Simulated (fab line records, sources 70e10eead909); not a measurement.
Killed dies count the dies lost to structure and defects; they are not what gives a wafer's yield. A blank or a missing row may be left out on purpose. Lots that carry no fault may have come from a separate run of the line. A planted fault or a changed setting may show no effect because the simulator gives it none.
fab line records + flow nand-harc
[record]
- lots = 12
- wafers = 36
- last-day = 33
route steps=1302 shown P_GATE@202 P_CONTACT@229 END@1302
lots that met no fault: from a run of the same line without faults
start-h: hours from the record's opening day to when the first of the lot's shown wafers began + wait-h: how many hours have passed since the lot's step before this one + " identical to the entry in the row above + L1.1+2: a row that stands for several wafers + - value missing, or start not given + * or withheld: withheld + < > ~ a bound
route shown NAME@n: names a module that has steps shown in the file, with the first one's number in the route + usual: mean/standard deviation of fault-free wafers + same: alike in all rows + chamber/n: place in a boat + sites: each site's reading + _std_site: their standard deviation + _edge_site: mean of outer sites minus mean of inner sites + radius-mm: for every site, how far away it sits from the centre of the wafer + mask NAME#n: copy n + behind: the most recent tool/chamber to have shaped the wafer + hold: the reason the lot was held/the length of the hold in hours/how it ended + device: whichever transistor did not switch (one of n, p or np) + end of line: tests run on the same wafers once the route is complete + step lacking rows: just its recipe + killed: at the first sort, the dies lost to defects and structure; wafer yield is something else + map: shows each die of a wafer: x if killed, . if not, _ if none is there
set.NAME: the run value of the setting; set.NAME@STEP: its run value at that earlier step + model.NAME: the simulator's own value behind a step, which no gauge read
one table for each step of the route and one row for each wafer, over a sample of lots
services: the hour from which a tool's chamber was out of use, counted from the record's first day as start-h (under 0 if before that day), plus the number of hours and why
[[steps]]
[step NHARC_P_GATE_DESCUM_93]
[recipe]
- time-s = 3
- o2-flow-sccm = 200
- ar-flow-sccm = 0
- bias-power-w = 0
- chemistry = O2
[usual]
- drypump-motor-current-A = 5.7/0.42
- oes-product-au = 1.005/0.012
- rf-vpp-V = 57.9/0.99
- showerhead-plenum-p-Torr = 1.94/0.089
- throttle-valve-pct = 11.312/0.0093
| lot.wafer | tool        | chamber | start-h | wait-h | drypump-motor-current-A | oes-product-au | rf-hours-counter-h | rf-vpp-V | showerhead-plenum-p-Torr | throttle-valve-pct |
|-----------|-------------|---------|---------|--------|-------------------------|----------------|--------------------|----------|--------------------------|--------------------|
| L154.1    | rie-diel-13 | 3       | 116.97  | -      | 5.0                     | 1.015          | 8                  | 56.3     | 1.85                     | 11.315             |
| L154.6    | "           | 2       | "       | "      | 5.2                     | 0.996          | -                  | 59.7     | 2.07                     | 11.315             |
| L154.5    | "           | 3       | "       | "      | 5.0                     | 1.017          | -                  | 57.6     | 1.85                     | 11.304             |
| L155.1    | rie-diel-08 | 0       | 125.42  | -      | 6.0                     | 1.014          | 5                  | 57.8     | 1.78                     | 11.315             |
| L155.2    | "           | 2       | "       | "      | 5.3                     | 1.027          | 5                  | 57.9     | 1.94                     | 11.323             |
| L155.5    | "           | 0       | "       | "      | 5.9                     | 1.004          | -                  | 57.7     | 1.78                     | 11.313             |
| L156.3    | rie-diel-09 | 0       | 130.15  | -      | 4.8                     | 0.993          | 6                  | 58.6     | 1.95                     | 11.320             |
| L156.1    | "           | 3       | "       | "      | 6.1                     | 1.003          | 6                  | 57.4     | 2.02                     | 11.297             |
| L156.5    | "           | 0       | "       | "      | 4.9                     | 0.988          | -                  | 57.7     | 1.95                     | 11.305             |
| L158.4    | rie-diel-13 | 1       | 148.56  | -      | 5.8                     | 0.988          | 10                 | 57.4     | 1.83                     | 11.328             |
| L158.2    | "           | 2       | "       | "      | 5.2                     | 0.987          | 11                 | 59.2     | 2.07                     | 11.304             |
| L158.1    | "           | 0       | "       | "      | 5.7                     | 1.015          | 10                 | 57.3     | 2.04                     | 11.320             |
| L161.3    | rie-diel-13 | 3       | 182.31  | -      | 5.0                     | 1.005          | 0                  | 57.5     | 1.85                     | 11.309             |
| L161.4    | "           | 0       | "       | "      | 5.7                     | 0.996          | 0                  | 57.2     | 2.04                     | 11.307             |
| L161.6    | "           | 2       | "       | "      | 5.2                     | 0.989          | -                  | 59.5     | 2.06                     | 11.318             |
| L162.2    | rie-diel-08 | 0       | 190.39  | -      | 5.9                     | 1.017          | 11                 | 57.1     | 1.78                     | 11.315             |
| L162.5    | "           | 0       | "       | "      | 5.9                     | 1.021          | -                  | 55.6     | 1.78                     | 11.329             |
| L162.6    | "           | 1       | "       | "      | 6.1                     | 0.999          | -                  | 58.5     | 1.94                     | 11.313             |
| L163.1    | rie-diel-08 | 3       | 208.17  | -      | 5.7                     | 1.017          | 0                  | 57.6     | 2.04                     | 11.307             |
| L163.5    | "           | 3       | "       | "      | 5.7                     | 1.014          | -                  | 56.5     | 2.04                     | 11.296             |
| L163.6    | "           | 0       | "       | "      | 5.9                     | 1.001          | -                  | 56.8     | 1.78                     | 11.321             |
| L165.2    | rie-diel-13 | 0       | 224.27  | -      | 5.7                     | 0.987          | 2                  | 58.5     | 2.04                     | 11.328             |
| L165.3    | "           | 2       | "       | "      | 5.2                     | 0.995          | 3                  | 57.6     | 2.06                     | 11.308             |
| L165.5    | "           | 0       | "       | "      | 5.7                     | 0.989          | -                  | 59.5     | 2.04                     | 11.307             |
| L166.1    | rie-diel-09 | 1       | 229.90  | -      | 6.1                     | 1.002          | 4                  | 57.1     | 1.95                     | 11.314             |
| L166.3    | "           | 2       | "       | "      | 6.0                     | 1.013          | 5                  | 58.4     | 1.80                     | 11.315             |
| L166.2    | "           | 3       | "       | "      | 6.1                     | 1.022          | 5                  | 59.5     | 2.02                     | 11.315             |
| L168.3    | rie-diel-13 | 3       | 254.24  | -      | 5.1                     | 1.000          | 5                  | 56.7     | 1.85                     | 11.327             |
| L168.1    | "           | 0       | "       | "      | 5.6                     | 0.999          | 5                  | 58.5     | 2.04                     | 11.292             |
| L168.6    | "           | 2       | "       | "      | 5.2                     | 0.999          | -                  | 59.3     | 2.06                     | 11.302             |
| L175.2    | rie-diel-08 | 1       | 321.07  | -      | 6.1                     | 1.004          | 7                  | 58.0     | 1.94                     | 11.319             |
| L175.3    | "           | 2       | "       | "      | 5.3                     | 1.009          | 6                  | 57.0     | 1.94                     | 11.299             |
| L175.6    | "           | 2       | "       | "      | 5.3                     | 0.999          | -                  | 56.7     | 1.94                     | 11.307             |
| L177.1    | rie-diel-09 | 3       | 349.45  | -      | 6.1                     | 1.029          | 1                  | 58.5     | 2.02                     | 11.300             |
| L177.3    | "           | 1       | "       | "      | 6.1                     | 0.997          | 0                  | 58.7     | 1.94                     | 11.313             |
| L177.6    | "           | 3       | "       | "      | 6.1                     | 1.027          | -                  | 58.5     | 2.02                     | 11.313             |
[step NHARC_P_GATE_INSPECT_68]
[usual]
- raw-defect-count = 198/71
| lot.wafer | tool              | chamber | start-h | wait-h | raw-defect-count |
|-----------|-------------------|---------|---------|--------|------------------|
| L154.1    | defect-inspect-01 | -       | 119.87  | 0.2    | 163              |
| L154.5    | "                 | -       | "       | "      | 179              |
| L154.6    | "                 | -       | "       | "      | 193              |
| L155.1    | defect-inspect-02 | -       | 128.50  | 0.2    | 83               |
| L155.2    | "                 | -       | "       | "      | 190              |
| L155.5    | "                 | -       | "       | "      | 168              |
| L156.1    | defect-inspect-02 | -       | 133.13  | 0.2    | 160              |
| L156.3    | "                 | -       | "       | "      | 298              |
| L156.5    | "                 | -       | "       | "      | 244              |
| L158.1    | defect-inspect-02 | -       | 151.45  | 0.2    | 163              |
| L158.2    | "                 | -       | "       | "      | 213              |
| L158.4    | "                 | -       | "       | "      | 325              |
| L161.3    | defect-inspect-02 | -       | 185.23  | 0.1    | 350              |
| L161.4    | "                 | -       | "       | "      | 161              |
| L161.6    | "                 | -       | "       | "      | 392              |
| L162.2    | defect-inspect-02 | -       | 193.30  | 0.1    | 164              |
| L162.5    | "                 | -       | "       | "      | 213              |
| L162.6    | "                 | -       | "       | "      | 186              |
| L163.1    | defect-inspect-01 | -       | 211.11  | 0.2    | 195              |
| L163.5    | "                 | -       | "       | "      | 299              |
| L163.6    | "                 | -       | "       | "      | 103              |
| L165.2    | defect-inspect-01 | -       | 227.18  | 0.1    | 148              |
| L165.3    | "                 | -       | "       | "      | 169              |
| L165.5    | "                 | -       | "       | "      | 247              |
| L166.1    | defect-inspect-01 | -       | 232.79  | 0.2    | 164              |
| L166.2    | "                 | -       | "       | "      | 153              |
| L166.3    | "                 | -       | "       | "      | 163              |
| L168.1    | defect-inspect-02 | -       | 257.22  | 0.2    | 334              |
| L168.3    | "                 | -       | "       | "      | 264              |
| L168.6    | "                 | -       | "       | "      | 248              |
| L175.2    | defect-inspect-01 | -       | 323.98  | 0.1    | 208              |
| L175.3    | "                 | -       | "       | "      | 123              |
| L175.6    | "                 | -       | "       | "      | 232              |
| L177.1    | defect-inspect-02 | -       | 352.94  | 0.2    | 204              |
| L177.3    | "                 | -       | "       | "      | 248              |
| L177.6    | "                 | -       | "       | "      | 192              |
[step NHARC_P_CONTACT_EXPOSE_09]
[recipe]
- na = 1.35
- target-cd-nm = 90
- dose-mj = 81.26
- mask-id = P_CA
[usual]
- reticle-temp-C = 22.98/0.095
| lot.wafer | tool            | chamber | start-h | wait-h | mask      | reticle-temp-C |
|-----------|-----------------|---------|---------|--------|-----------|----------------|
| L154.1    | arfi-scanner-01 | 0       | 121.34  | -      | P_CA#0    | 22.96          |
| L154.5    | "               | 0       | "       | "      | P_CA#0    | 22.87          |
| L154.6    | "               | 0       | "       | "      | P_CA#0    | 22.94          |
| L155.1    | arfi-scanner-01 | 0       | 129.84  | -      | P_CA#0    | 23.04          |
| L155.2    | "               | 0       | "       | "      | P_CA#0    | 23.05          |
| L155.5    | "               | 0       | "       | "      | P_CA#0    | 22.99          |
| L156.1    | arfi-scanner-01 | 0       | 134.48  | -      | P_CA#0    | 23.04          |
| L156.3    | "               | 0       | "       | "      | P_CA#0    | 22.99          |
| L156.5    | "               | 0       | "       | "      | P_CA#0    | 23.00          |
| L158.1    | arfi-scanner-03 | 0       | 152.93  | -      | P_CA#0    | 23.09          |
| L158.2    | "               | 0       | "       | "      | P_CA#0    | 22.92          |
| L158.4    | "               | 0       | "       | "      | P_CA#0    | 23.09          |
| L161.3    | arfi-scanner-03 | 0       | 186.71  | -      | P_CA#0    | 23.03          |
| L161.4    | "               | 0       | "       | "      | P_CA#0    | 23.08          |
| L161.6    | "               | 0       | "       | "      | P_CA#0    | 23.08          |
| L162.2    | arfi-scanner-03 | 0       | 194.65  | -      | P_CA#0    | 22.82          |
| L162.5    | "               | 0       | "       | "      | P_CA#0    | 22.96          |
| L162.6    | "               | 0       | "       | "      | P_CA#0    | 22.90          |
| L163.1    | arfi-scanner-02 | 0       | 212.59  | -      | P_CA#0    | 22.97          |
| L163.5    | "               | 0       | "       | "      | P_CA#0    | 23.04          |
| L163.6    | "               | 0       | "       | "      | P_CA#0    | 23.14          |
| L165.2    | arfi-scanner-01 | 0       | 228.66  | -      | P_CA_R1#0 | 22.92          |
| L165.3    | "               | 0       | "       | "      | P_CA_R1#0 | 22.96          |
| L165.5    | "               | 0       | "       | "      | P_CA_R1#0 | 22.85          |
| L166.1    | arfi-scanner-02 | 0       | 234.26  | -      | P_CA#0    | 22.87          |
| L166.2    | "               | 0       | "       | "      | P_CA#0    | 22.89          |
| L166.3    | "               | 0       | "       | "      | P_CA#0    | 22.77          |
| L168.1    | arfi-scanner-02 | 0       | 258.57  | -      | P_CA#0    | 22.96          |
| L168.3    | "               | 0       | "       | "      | P_CA#0    | 22.94          |
| L168.6    | "               | 0       | "       | "      | P_CA#0    | 22.84          |
| L175.2    | arfi-scanner-02 | 0       | 325.45  | -      | P_CA#0    | 22.92          |
| L175.3    | "               | 0       | "       | "      | P_CA#0    | 23.04          |
| L175.6    | "               | 0       | "       | "      | P_CA#0    | 23.09          |
| L177.1    | arfi-scanner-02 | 0       | 354.41  | -      | P_CA#0    | 22.90          |
| L177.3    | "               | 0       | "       | "      | P_CA#0    | 22.89          |
| L177.6    | "               | 0       | "       | "      | P_CA#0    | 22.85          |
[step NHARC_P_CONTACT_ETCH_31]
[recipe]
- target-depth-a = 300
- time-s = 85.7
- ion-energy-ev = 120
- over-etch-frac = 1
- ch3f-flow-sccm = 50
- o2-flow-sccm = 30
- ar-flow-sccm = 200
- rf-w = 500
- bias-w = 100
- chemistry = CH3F/O2
[usual]
- drypump-motor-current-A = 5.8/0.41
- oes-product-au = 0.978/0.014
- rf-vpp-V = 244.4/1.6
- showerhead-plenum-p-Torr = 2.46/0.1
- throttle-valve-pct = 20.664/0.0099
| lot.wafer | tool        | chamber | start-h | wait-h | drypump-motor-current-A | oes-product-au | rf-hours-counter-h | rf-vpp-V | showerhead-plenum-p-Torr | throttle-valve-pct |
|-----------|-------------|---------|---------|--------|-------------------------|----------------|--------------------|----------|--------------------------|--------------------|
| L154.1    | rie-diel-02 | 2       | -       | -      | 5.4                     | 0.938          | 5.8                | 243.1    | 2.40                     | 20.682             |
| L154.6    | "           | 1       | "       | "      | 5.3                     | 0.970          | -                  | 243.1    | 2.33                     | 20.675             |
| L154.5    | "           | 2       | "       | "      | 5.4                     | 0.940          | -                  | 242.5    | 2.40                     | 20.681             |
| L155.2    | rie-diel-02 | 3       | -       | -      | 5.4                     | 0.986          | 4.2                | 244.7    | 2.47                     | 20.663             |
| L155.1    | "           | 0       | "       | "      | 6.4                     | 0.985          | 5.1                | 244.8    | 2.65                     | 20.657             |
| L155.5    | "           | 2       | "       | "      | 5.3                     | 0.970          | -                  | 243.1    | 2.40                     | 20.675             |
| L156.1    | rie-diel-07 | 1       | -       | -      | 5.2                     | 0.990          | 0.5                | 246.2    | 2.51                     | 20.653             |
| L156.3    | "           | 0       | "       | "      | 6.3                     | 0.983          | 0.4                | 243.9    | 2.43                     | 20.660             |
| L156.5    | "           | 1       | "       | "      | 5.2                     | 0.985          | -                  | 244.7    | 2.51                     | 20.666             |
| L158.1    | rie-diel-06 | 2       | -       | -      | 5.7                     | 0.975          | 0.7                | 245.1    | 2.56                     | 20.673             |
| L158.2    | "           | 0       | "       | "      | 6.4                     | 0.970          | 0.7                | 241.7    | 2.30                     | 20.676             |
| L158.4    | "           | 2       | "       | "      | 5.7                     | 0.995          | -                  | 244.1    | 2.56                     | 20.660             |
| L161.4    | rie-diel-02 | 1       | -       | -      | 5.3                     | 0.981          | 8.3                | 242.7    | 2.33                     | 20.672             |
| L161.3    | "           | 2       | "       | "      | 5.4                     | 0.980          | 8.4                | 243.1    | 2.40                     | 20.643             |
| L161.6    | "           | 1       | "       | "      | 5.3                     | 0.968          | -                  | 242.6    | 2.33                     | 20.662             |
| L162.2    | rie-diel-06 | 0       | -       | -      | 6.4                     | 0.958          | 2.2                | 241.4    | 2.30                     | 20.664             |
| L162.5    | "           | 0       | "       | "      | 6.3                     | 0.958          | -                  | 242.2    | 2.30                     | 20.668             |
| L162.6    | "           | 1       | "       | "      | 5.7                     | 0.977          | -                  | 243.6    | 2.42                     | 20.653             |
| L163.1    | rie-diel-07 | 0       | -       | -      | 6.3                     | 0.960          | 2.1                | 244.8    | 2.43                     | 20.659             |
| L163.6    | "           | 0       | "       | "      | 6.3                     | 0.965          | -                  | 242.9    | 2.43                     | 20.673             |
| L163.5    | "           | 1       | "       | "      | 5.2                     | 0.976          | -                  | 245.3    | 2.51                     | 20.655             |
| L165.3    | rie-diel-07 | 2       | -       | -      | 5.7                     | 0.965          | 3.4                | 244.3    | 2.39                     | 20.653             |
| L165.2    | "           | 0       | "       | "      | 6.3                     | 0.959          | 2.8                | 243.6    | 2.43                     | 20.667             |
| L165.5    | "           | 2       | "       | "      | 5.7                     | 0.966          | -                  | 242.9    | 2.39                     | 20.680             |
| L166.1    | rie-diel-02 | 2       | -       | -      | 5.4                     | 1.001          | 0.6                | 244.9    | 2.40                     | 20.671             |
| L166.3    | "           | 3       | "       | "      | 5.4                     | 0.993          | 0.6                | 244.8    | 2.46                     | 20.669             |
| L166.2    | "           | 1       | "       | "      | 5.3                     | 0.991          | 0.6                | 242.1    | 2.33                     | 20.675             |
| L168.1    | rie-diel-06 | 3       | -       | -      | 5.7                     | 0.985          | 2.0                | 244.0    | 2.46                     | 20.655             |
| L168.3    | "           | 1       | "       | "      | 5.7                     | 0.968          | 3.8                | 243.0    | 2.42                     | 20.666             |
| L168.6    | "           | 2       | "       | "      | 5.7                     | 0.975          | -                  | 244.3    | 2.56                     | 20.653             |
| L175.2    | rie-diel-02 | 0       | -       | -      | 6.4                     | 0.972          | 5.1                | 246.6    | 2.64                     | 20.658             |
| L175.3    | "           | 1       | "       | "      | 5.3                     | 0.966          | 4.2                | 243.4    | 2.33                     | 20.667             |
| L175.6    | "           | 0       | "       | "      | 6.4                     | 0.974          | -                  | 245.9    | 2.64                     | 20.669             |
| L177.3    | rie-diel-07 | 3       | -       | -      | 6.4                     | 0.974          | 1.2                | 247.8    | 2.60                     | 20.660             |
| L177.1    | "           | 0       | "       | "      | 6.2                     | 0.963          | 1.4                | 244.0    | 2.43                     | 20.674             |
| L177.6    | "           | 2       | "       | "      | 5.7                     | 0.958          | -                  | 243.2    | 2.39                     | 20.662             |
[step NHARC_END_SORT_01]
[recipe]
- temp-c = 25
[usual]
- killed-at-array = 52/17
- killed-at-other = 1.2/1.4
- killed-at-periphery = 4.7/2.9
- killed-dies = 58/17
- killed-open = 3.2/1.9
- killed-short = 2.4/1.4
[same]
- gross-dies = 677
| lot.wafer | tool      | chamber | start-h | wait-h | killed-at-array | killed-at-other | killed-at-periphery | killed-dies | killed-open | killed-short |
|-----------|-----------|---------|---------|--------|-----------------|-----------------|---------------------|-------------|-------------|--------------|
| L163.1    | prober-02 | 0       | 660.71  | 2.5    | 65              | 5               | 12                  | 82          | 2           | 0            |
| L163.5    | prober-02 | 0       | 663.92  | 3.7    | 66              | 3               | 5                   | 74          | 0           | 3            |
| L163.6    | prober-02 | 0       | 664.72  | 4.0    | 70              | 6               | 5                   | 81          | 3           | 0            |
// killed by level:class
L163.1 A_SLIT:chamber-film-flake=30 A_CHANNEL_HOLE_D1:chamber-film-flake=18 A_CHANNEL_HOLE_D2:chamber-film-flake=6 P_GATE:chamber-film-flake=5 THIN_TSV:chamber-film-flake=5 A_CONTACT:chamber-film-flake=4 P_BONDPAD:chamber-film-flake=3 A_ZERO_WELL:chamber-film-flake=3
L163.5 A_CHANNEL_HOLE_D1:chamber-film-flake=23 A_SLIT:chamber-film-flake=19 A_CHANNEL_HOLE_D2:chamber-film-flake=8 A_BLC:chamber-film-flake=6 P_BONDPAD:chamber-film-flake=3 A_CONTACT:chamber-film-flake=3 THIN_TSV:chamber-film-flake=3 A_CHANNEL_FILL_D2:geometric-particle:short=1
L163.6 A_SLIT:chamber-film-flake=30 A_CHANNEL_HOLE_D1:chamber-film-flake=17 A_CONTACT:chamber-film-flake=10 A_CHANNEL_HOLE_D2:chamber-film-flake=6 THIN_TSV:chamber-film-flake=6 P_BONDPAD:chamber-film-flake=3 A_DECK1_JOINT:chamber-film-flake=2 A_WL_FILL:geometric-particle:open=1
[[services]]
| tool            | chamber | start-h | hours | kind   |
|-----------------|---------|---------|-------|--------|
| rie-diel-08     | 2       | 98.81   | 8.6   | repair |
| rie-diel-02     | 0       | 110.95  | 5.8   | repair |
| arfi-scanner-02 | -       | 112.37  | 19.0  | repair |
| rie-diel-07     | -       | 117.20  | 9.0   | pm     |
| rie-diel-08     | 0       | 131.82  | 3.2   | repair |
| rie-diel-02     | 3       | 139.13  | 6.1   | repair |
| arfi-scanner-02 | -       | 140.00  | 4.0   | pm     |
| rie-diel-07     | 0       | 146.76  | 7.9   | repair |
| rie-diel-07     | -       | 154.79  | 0.5   | repair |
| arfi-scanner-02 | -       | 161.83  | 0.6   | repair |
| rie-diel-13     | -       | 165.00  | 9.0   | pm     |
| rie-diel-02     | 0       | 171.87  | 11.7  | repair |
| arfi-scanner-02 | -       | 173.29  | 0.3   | repair |
| rie-diel-07     | -       | 173.78  | 0.4   | repair |
| arfi-scanner-01 | -       | 180.13  | 1.1   | repair |
| arfi-scanner-01 | -       | 181.24  | 1.7   | repair |
| rie-diel-13     | -       | 203.11  | 0.3   | repair |
| rie-diel-02     | -       | 216.74  | 9.0   | pm     |
| rie-diel-02     | 3       | 261.46  | 5.8   | repair |
| rie-diel-02     | 1       | 273.12  | 7.3   | repair |
| rie-diel-13     | 3       | 298.39  | 30.6  | repair |
| rie-diel-02     | 3       | 309.74  | 1.7   | repair |
| arfi-scanner-02 | -       | 312.00  | 4.0   | pm     |
| rie-diel-13     | -       | 342.00  | 9.0   | pm     |
[[key]]
[first-sign]
- step = NHARC_P_CONTACT_EXPOSE_09
- reading = mask
- direction = changed
effect none on later readings
met-at NHARC_P_CONTACT_EXPOSE_09
struck-lots L165
tester-left-out L165
not-acting-at NHARC_P_GATE_DESCUM_93,NHARC_P_GATE_INSPECT_68,NHARC_P_CONTACT_ETCH_31
onset-between 134.48 228.66
[fault]
- kind = wrong-mask
- tool = any
- chamber = -
- onset-h = 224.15
- steps = NHARC_P_CONTACT_EXPOSE_09
- aux-copy = P_CA_R1#0
- cd-offset-nm = -2.0476
- scope = struck-lots-only
// tester-left-out: of these lots the tester's yield and bins aren't shown, on N5 and GAA mostly nor the transistor test; their killed dies are dies lost to structure and defects alone, not to doping, threshold or leakage, so they don't give the yield
